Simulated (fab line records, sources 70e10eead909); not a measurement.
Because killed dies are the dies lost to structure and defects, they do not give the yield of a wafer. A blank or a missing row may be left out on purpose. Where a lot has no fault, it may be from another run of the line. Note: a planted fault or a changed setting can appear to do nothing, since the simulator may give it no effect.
fab line records -- flow nandHarc
record: lots: 5, wafers: 15, lastDay: 33
route steps=1302 shown P_CONTACT@233
lots untouched by any fault: they come from a run of this same line in which no faults occurred
startH: start of the lot's first displayed wafer, in hours after the record's first day -- waitH: how many hours have passed since the lot's step before this one -- " identical to the entry in the row above -- L1.1+2: one row covering several wafers at once -- - no value present, or no start provided -- * or withheld: withheld -- < > ~ a bound
route shown NAME@n: NAME is a module with steps in the file, n the number in the route of the first one -- usual: mean and standard deviation over wafers with no fault -- same: alike in all rows -- chamber/n: place in a boat -- sites: the reading at each site -- _std_site: how widely they spread, as a standard deviation -- _edge_site: inner sites' mean taken away from outer sites' mean -- radiusMm: how far each site lies from the wafer's centre -- mask NAME#n: copy n -- behind: tool/chamber where the wafer was last shaped -- hold: why the lot went on hold/how many hours it stayed there/how the hold came to an end -- device: the transistor (n, p or np) that didn't switch -- end of line: the same wafers' tests at the end of the route -- a step with no rows: only its recipe -- killed: dies that structure and defects cost at the first sort, which is not the same as the wafer's yield -- map: shows each die of a wafer: x if killed, . if not, _ if none is there
set.NAME: setting as actually run; set.NAME@STEP: the setting as run at that earlier step -- model.NAME: the simulator's own value behind a step, which no gauge read
a table for each step, a row for each wafer; lots at some steps of the route
services: a tool's chamber out of use, with start hour (startH, from the record's first day; less than 0 if before it), hours out, and reason
== steps ==
step: NHARC_P_CONTACT_OVL_MEAS_13
usual: overlayXNm: 0.2/0.81, overlayYNm: 0.0/0.74
lot.wafer,tool,chamber,startH,waitH,overlayXNm,overlayYNm
L239.1,overlay-01,-,132.49,-,-1.0,0.6
L239.2,overlay-01,-,132.49,-,-0.2,0.4
L239.6,overlay-01,-,132.49,-,-0.2,1.2
L241.3,overlay-01,-,155.39,-,0.2,-0.6
L241.4,overlay-01,-,155.39,-,-0.2,-0.8
L241.6,overlay-01,-,155.39,-,0.1,-0.7
L253.1,overlay-02,-,282.54,-,0.4,-0.6
L253.2,overlay-02,-,282.54,-,0.8,-1.0
L253.6,overlay-02,-,282.54,-,0.3,-1.1
L259.1,overlay-01,-,340.06,-,0.9,-0.5
L259.2,overlay-01,-,340.06,-,0.8,-0.4
L259.4,overlay-01,-,340.06,-,0.8,0.0
L260.1,overlay-01,-,344.52,-,-0.9,0.1
L260.2,overlay-01,-,344.52,-,-1.2,0.4
L260.5,overlay-01,-,344.52,-,-0.3,0.5
step: NHARC_P_CONTACT_INSPECT_14
usual: rawDefectCount: 4.2/2.3
lot.wafer,tool,chamber,startH,waitH,rawDefectCount
L239.1,defectInspect-02,-,132.53,0.0,2
L239.2,defectInspect-02,-,132.53,0.0,2
L239.6,defectInspect-02,-,132.53,0.0,5
L241.3,defectInspect-01,-,155.43,0.0,7
L241.4,defectInspect-01,-,155.43,0.0,5
L241.6,defectInspect-01,-,155.43,0.0,11
L253.1,defectInspect-01,-,282.57,0.0,2
L253.2,defectInspect-01,-,282.57,0.0,3
L253.6,defectInspect-01,-,282.57,0.0,2
L259.1,defectInspect-02,-,340.10,0.0,7
L259.2,defectInspect-02,-,340.10,0.0,9
L259.4,defectInspect-02,-,340.10,0.0,7
L260.1,defectInspect-02,-,344.55,0.0,4
L260.2,defectInspect-02,-,344.55,0.0,1
L260.5,defectInspect-02,-,344.55,0.0,3
step: NHARC_P_CONTACT_DESCUM_17
recipe: timeS: 3, o2FlowSccm: 200, arFlowSccm: 0, biasPowerW: 0, chemistry: O2
step: NHARC_P_CONTACT_ETCH_35
recipe: targetDepthA: 390, overEtchFrac: 0.3, timeS: 65, ionEnergyEv: 80, cf4FlowSccm: 150, arFlowSccm: 0, rfW: 300, biasW: 100, chemistry: CF4
step: NHARC_P_CONTACT_ETCH_36
recipe: targetDepthA: 2600, overEtchFrac: 0.25, timeS: 406.25, ionEnergyEv: 200, n2FlowSccm: 150, h2FlowSccm: 150, arFlowSccm: 0, rfW: 400, biasW: 150, chemistry: N2/H2
usual: drypumpMotorCurrentA: 5.6/0.45, n2FlowSccm: 150.0/0.4, oesProductAu: 1.002/0.012, rfFwdPowerW: 399.3/1.2, rfVppV: 431.1/2, showerheadPlenumPTorr: 2.06/0.068, throttleValvePct: 14.171/0.0095
lot.wafer,tool,chamber,startH,waitH,drypumpMotorCurrentA,n2FlowSccm,oesProductAu,rfFwdPowerW,rfHoursCounterH,rfVppV,showerheadPlenumPTorr,throttleValvePct
L239.1,rieDiel-02,2,-,-,5.3,149.9,1.000,398.6,1.8,435.6,2.19,14.180
L239.2,rieDiel-02,3,-,-,6.2,150.3,0.982,398.9,1.8,432.8,2.10,14.193
L239.6,rieDiel-02,2,-,-,5.3,149.4,0.995,397.4,-,435.1,2.19,14.167
L241.3,rieDiel-06,1,-,-,5.5,150.0,1.020,399.0,0.8,428.9,1.95,14.164
L241.4,rieDiel-06,2,-,-,5.8,150.2,1.006,398.5,0.7,430.5,2.05,14.161
L241.6,rieDiel-06,0,-,-,5.5,149.9,1.012,397.5,-,432.4,2.10,14.169
L253.1,rieDiel-12,1,-,-,4.8,150.3,1.010,398.7,0.8,432.1,2.07,14.162
L253.2,rieDiel-12,3,-,-,6.2,149.9,1.004,398.4,0.5,429.5,1.95,14.167
L253.6,rieDiel-12,2,-,-,6.2,149.7,0.994,397.2,-,427.9,2.01,14.178
L259.2,rieDiel-06,3,-,-,5.2,149.8,1.001,400.5,0.9,430.3,2.06,14.180
L259.1,rieDiel-06,0,-,-,5.5,150.1,0.999,398.7,0.9,431.6,2.10,14.191
L259.4,rieDiel-06,2,-,-,5.8,150.1,0.988,398.0,0.6,431.4,2.05,14.195
L260.1,rieDiel-12,0,-,-,5.7,149.9,1.014,398.5,4.0,431.3,2.11,14.185
L260.2,rieDiel-12,3,-,-,6.1,149.8,1.001,400.3,3.8,428.6,1.95,14.165
L260.5,rieDiel-12,0,-,-,5.7,150.0,1.020,399.2,-,434.0,2.11,14.155
step: NHARC_P_CONTACT_ETCH_18
recipe: targetDepthA: 4810, timeS: 240.5, c4f8FlowSccm: 20, o2FlowSccm: 10, arFlowSccm: withheld, rfW: 600, biasW: 1500, chemistry: C4F8/O2/Ar
step: NHARC_P_CONTACT_STRIP_37
recipe: c4f8FlowSccm: withheld, o2FlowSccm: 8, arFlowSccm: withheld, biasW: 0, chemistry: C4F8/O2/Ar
step: NHARC_P_CONTACT_ETCH_31
recipe: targetDepthA: 300, timeS: 85.7, ionEnergyEv: 120, overEtchFrac: 1, ch3fFlowSccm: 50, o2FlowSccm: 30, arFlowSccm: 200, rfW: 500, biasW: 100, chemistry: CH3F/O2
usual: drypumpMotorCurrentA: 5.7/0.43, oesProductAu: 0.980/0.016, rfFwdPowerW: 496.4/1.8, rfVppV: 244.4/1.3, showerheadPlenumPTorr: 2.47/0.078, throttleValvePct: 20.664/0.0095
lot.wafer,tool,chamber,startH,waitH,drypumpMotorCurrentA,oesProductAu,rfFwdPowerW,rfHoursCounterH,rfVppV,showerheadPlenumPTorr,throttleValvePct
L239.2,rieDiel-02,0,-,-,5.0,0.996,498.2,2.1,242.3,2.38,20.665
L239.1,rieDiel-02,1,-,-,5.9,0.966,498.3,2.1,244.7,2.56,20.665
L239.6,rieDiel-02,0,-,-,5.0,0.981,497.7,-,243.0,2.38,20.663
L241.4,rieDiel-06,1,-,-,5.5,1.004,494.7,1.0,243.1,2.36,20.675
L241.3,rieDiel-06,0,-,-,5.6,0.996,493.3,0.9,245.9,2.53,20.653
L241.6,rieDiel-06,1,-,-,5.5,0.999,496.0,-,242.1,2.36,20.656
L253.1,rieDiel-12,1,-,-,4.9,1.013,498.9,1.2,244.6,2.49,20.669
L253.2,rieDiel-12,2,-,-,6.2,0.983,497.1,0.9,244.9,2.43,20.638
L253.6,rieDiel-12,0,-,-,5.7,1.013,495.6,-,246.9,2.54,20.656
L259.1,rieDiel-06,2,-,-,5.8,0.953,496.8,0.8,242.4,2.47,20.677
L259.2,rieDiel-06,3,-,-,5.2,0.964,494.6,1.2,244.1,2.48,20.663
L259.4,rieDiel-06,0,-,-,5.5,0.951,495.4,1.1,246.6,2.53,20.653
L260.1,rieDiel-12,2,-,-,6.2,0.983,497.4,4.6,243.9,2.43,20.667
L260.2,rieDiel-12,3,-,-,6.2,0.980,493.6,4.1,242.3,2.36,20.655
L260.5,rieDiel-12,2,-,-,6.2,0.987,495.9,-,245.3,2.43,20.665
step: NHARC_P_CONTACT_CD_MEAS_19
usual: cdNm: 89.9/1.7
lot.wafer,tool,chamber,startH,waitH,cdNm
L239.1,cdSem-02,-,133.46,-,87.8
L239.2,cdSem-02,-,133.46,-,88.0
L239.6,cdSem-02,-,133.46,-,84.6
L241.3,cdSem-01,-,156.36,-,90.8
L241.4,cdSem-01,-,156.36,-,91.6
L241.6,cdSem-01,-,156.36,-,88.5
L253.1,cdSem-02,-,283.50,-,87.8
L253.2,cdSem-02,-,283.50,-,87.4
L253.6,cdSem-02,-,283.50,-,89.2
L259.1,cdSem-03,-,341.49,-,93.6
L259.2,cdSem-03,-,341.49,-,89.2
L259.4,cdSem-03,-,341.49,-,91.4
L260.1,cdSem-03,-,345.63,-,89.5
L260.2,cdSem-03,-,345.63,-,88.0
L260.5,cdSem-03,-,345.63,-,90.4
step: NHARC_P_CONTACT_STRIP_28
recipe: o2FlowSccm: 500, arFlowSccm: 0, biasW: 0, chemistry: O2
usual: drypumpMotorCurrentA: 5.6/0.43, oesProductAu: 1.002/0.012, rfVppV: 57.9/0.84, showerheadPlenumPTorr: 3.56/0.11, throttleValvePct: 17.036/0.0092
lot.wafer,tool,chamber,startH,waitH,drypumpMotorCurrentA,oesProductAu,rfHoursCounterH,rfVppV,showerheadPlenumPTorr,throttleValvePct
L239.1,rieDiel-02,2,133.54,0.1,5.3,0.990,2.2,59.8,3.76,17.031
L239.2,rieDiel-02,3,133.54,0.1,6.2,0.997,2.1,57.4,3.62,17.028
L239.6,rieDiel-02,2,133.54,0.1,5.3,0.992,-,58.7,3.76,17.038
L241.3,rieDiel-12,3,156.43,0.1,6.3,0.990,2.4,57.5,3.39,17.033
L241.4,rieDiel-12,2,156.43,0.1,6.2,0.994,2.4,57.8,3.49,17.045
L241.6,rieDiel-12,0,156.43,0.1,5.7,0.999,-,58.3,3.65,17.028
L253.2,rieDiel-02,1,283.58,0.1,5.9,0.990,1.3,57.7,3.67,17.043
L253.1,rieDiel-02,2,283.58,0.1,5.3,0.999,1.1,57.8,3.76,17.051
L253.6,rieDiel-02,2,283.58,0.1,5.3,0.994,-,58.4,3.76,17.023
L259.2,rieDiel-06,0,341.59,0.1,5.6,0.996,1.1,57.7,3.62,17.041
L259.4,rieDiel-06,1,341.59,0.1,5.5,1.004,0.8,56.7,3.39,17.021
L259.1,rieDiel-06,2,341.59,0.1,5.8,0.992,0.9,58.5,3.54,17.050
L260.1,rieDiel-02,2,345.73,0.1,5.3,1.024,2.8,59.7,3.75,17.029
L260.2,rieDiel-02,3,345.73,0.1,6.2,1.015,2.7,57.8,3.61,17.034
L260.5,rieDiel-02,1,345.73,0.1,5.9,1.003,-,57.8,3.67,17.045
step: NHARC_P_CONTACT_STRIP_29
recipe: timeS: 1200, tempC: 72.5, chemistry: postEtchResidueRemover
step: NHARC_P_CONTACT_DEGAS_38
recipe: tempC: 300, timeS: 60
usual: heaterPowerW: 448/57
lot.wafer,tool,chamber,startH,waitH,heaterPowerW
L239.2,pvdSputter-03,-,134.19,-,509
L239.1,pvdSputter-03,-,134.19,-,437
L239.6,pvdSputter-03,-,134.19,-,564
L241.3,pvdSputter-02,-,157.07,-,386
L241.4,pvdSputter-02,-,157.07,-,421
L241.6,pvdSputter-02,-,157.07,-,380
L253.1,pvdSputter-03,-,284.21,-,405
L253.2,pvdSputter-03,-,284.21,-,553
L253.6,pvdSputter-03,-,284.21,-,493
L259.4,pvdSputter-01,-,342.20,-,397
L259.1,pvdSputter-01,-,342.20,-,407
L259.2,pvdSputter-01,-,342.20,-,535
L260.2,pvdSputter-01,-,346.35,-,405
L260.1,pvdSputter-01,-,346.35,-,381
L260.5,pvdSputter-01,-,346.35,-,410
step: NHARC_P_CONTACT_PRE_CLEAN_39
recipe: timeS: 19.5, biasV: 250, gas: Ar
usual: timeS: 19.5/0
lot.wafer,tool,chamber,startH,waitH,timeS
L239.2,pvdSputter-03,-,134.24,-,19.5
L239.1,pvdSputter-03,-,134.24,-,19.5
L239.6,pvdSputter-03,-,134.24,-,19.5
L241.3,pvdSputter-02,-,157.14,-,19.5
L241.4,pvdSputter-02,-,157.14,-,19.5
L241.6,pvdSputter-02,-,157.14,-,19.5
L253.2,pvdSputter-03,-,284.29,-,17.525
L253.1,pvdSputter-03,-,284.29,-,17.525
L253.6,pvdSputter-03,-,284.29,-,17.525
L259.1,pvdSputter-01,-,342.32,0.1,19.5
L259.2,pvdSputter-01,-,342.32,0.1,19.5
L259.4,pvdSputter-01,-,342.32,0.1,19.5
L260.2,pvdSputter-01,-,346.41,-,19.5
L260.1,pvdSputter-01,-,346.41,-,19.5
L260.5,pvdSputter-01,-,346.41,-,19.5
step: NHARC_P_CONTACT_PVD_32
recipe: targetThkA: 50, chamberPressurePa: 5, powerW: 5000, substrateTempC: 200, timeS: 17.7, material: Ti
usual: throttleValvePct: 30.5/0.81
lot.wafer,tool,chamber,startH,waitH,throttleValvePct
L239.1,pvdSputter-03,-,-,-,29.5
L239.2,pvdSputter-03,-,-,-,31.8
L239.6,pvdSputter-03,-,-,-,30.1
L241.3,pvdSputter-02,-,-,-,30.7
L241.4,pvdSputter-02,-,-,-,29.7
L241.6,pvdSputter-02,-,-,-,30.2
L253.1,pvdSputter-03,-,-,-,29.9
L253.2,pvdSputter-03,-,-,-,29.7
L253.6,pvdSputter-03,-,-,-,29.9
L259.1,pvdSputter-01,-,342.43,0.1,31.8
L259.4,pvdSputter-01,-,342.43,0.1,29.3
L259.2,pvdSputter-01,-,342.43,0.1,30.4
L260.2,pvdSputter-01,-,-,-,31.5
L260.1,pvdSputter-01,-,-,-,29.4
L260.5,pvdSputter-01,-,-,-,30.4
== services ==
tool,chamber,startH,hours,kind
rieDiel-06,0,109.31,-,clean
rieDiel-06,-,130.20,9.0,pm
rieDiel-06,3,159.55,2.2,repair
pvdSputter-03,-,170.00,10.0,pm
rieDiel-12,2,172.46,6.1,repair
pvdSputter-01,-,174.35,4.4,repair
rieDiel-12,2,184.43,9.1,repair
rieDiel-02,-,204.02,1.9,repair
rieDiel-02,1,210.05,23.1,repair
rieDiel-12,-,213.89,0.5,repair
rieDiel-02,-,216.70,9.0,pm
pvdSputter-03,-,221.26,2.6,repair
rieDiel-12,-,223.00,1.3,repair
rieDiel-02,2,233.37,4.9,repair
pvdSputter-01,-,234.51,10.0,pm
rieDiel-06,2,265.17,3.3,repair
rieDiel-12,-,268.40,9.0,pm
pvdSputter-01,-,278.15,4.0,repair
rieDiel-06,1,278.61,11.6,repair
pvdSputter-02,-,282.00,10.0,pm
pvdSputter-01,-,293.30,3.2,repair
rieDiel-06,-,307.20,9.0,pm
rieDiel-12,2,318.60,1.7,repair
rieDiel-12,1,344.53,3.6,repair
== key ==
firstSign: step: NHARC_P_CONTACT_PRE_CLEAN_39, reading: timeS, direction: down, sigmas: 99+, usual: *, struck: *
effect none on later readings
metAt NHARC_P_CONTACT_PRE_CLEAN_39
struckWafers L253.1,L253.2,L253.6
testerLeftOut L253
onsetBetween 134.24 284.29
fault: kind: processParameterDrift, tool: pvdSputter-03, chamber: -, onsetH: 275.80, steps: NHARC_P_CONTACT_PRE_CLEAN_39, channel: timeS, offset: *, shape: step, actsIn: *, stated: *
testerLeftOut: of these lots the tester's yield and bins aren't shown, on N5 and GAA mostly nor the transistor test; their killed dies are dies lost to structure and defects alone, not to doping, threshold or leakage, so they don't give the yield
